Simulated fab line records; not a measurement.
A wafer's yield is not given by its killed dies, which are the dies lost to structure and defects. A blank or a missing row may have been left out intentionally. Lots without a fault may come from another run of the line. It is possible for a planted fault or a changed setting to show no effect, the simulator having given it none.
Which tool is to blame?    flow n5Finfet    30 wafers sampled from 10 lots at 1 step of a route of 1938

## WHAT THE GAUGES READ, wafer by wafer
N5_BEOL_M4_OVL_MEAS_29.
lot   measured      on          V3_OVL (nm)
L187  day 7 20:11   overlay-02  1.6 1.9 1.7
L188  day 8 08:38   overlay-01  0.8 1.6 1.2
L193  day 9 08:32   overlay-01  1.4 1.5 0.7
L194  day 10 04:02  overlay-01  1.4 0.9 1.8
L197  day 10 19:11  overlay-01  1.4 1.6 1.3
L204  day 12 11:15  overlay-01  0.5 0.1 0.3
L205  day 12 12:38  overlay-02  1.7 1.2 1.4
L207  day 13 01:31  overlay-02  -0.1 0.0 0.5
L208  day 13 04:46  overlay-02  0.3 0.4 0.2
L203  day 13 22:37  overlay-02  -0.6 -1.2 -0.7

## WHAT TOOL EACH LOT RAN ON (gives the tool, then ch and the chambers of the sampled wafers, and finally the start)
The record holds no process step before these readings.

## THE ANSWER, worked out from the rows above alone
Rule: the usual values come from the lots themselves. Put in order of their means at a reading, lots are off if they are a third of the lots or fewer, leave a main group of 4 or more, and stand apart from it by a gap of 3 or more times the standard deviation of the main group's means; of several such gaps the widest counts. If all means in a main group match to the digits the tables above print for the reading, that group is not used. Also off: a lot with no number at a reading for which 4 or more lots have one. Where the step has rows for the other lots, those lots are counted as sound.
None of the lots is off at any reading shown; this tells nothing.

## WHAT THE SIMULATOR HAD PUT IN
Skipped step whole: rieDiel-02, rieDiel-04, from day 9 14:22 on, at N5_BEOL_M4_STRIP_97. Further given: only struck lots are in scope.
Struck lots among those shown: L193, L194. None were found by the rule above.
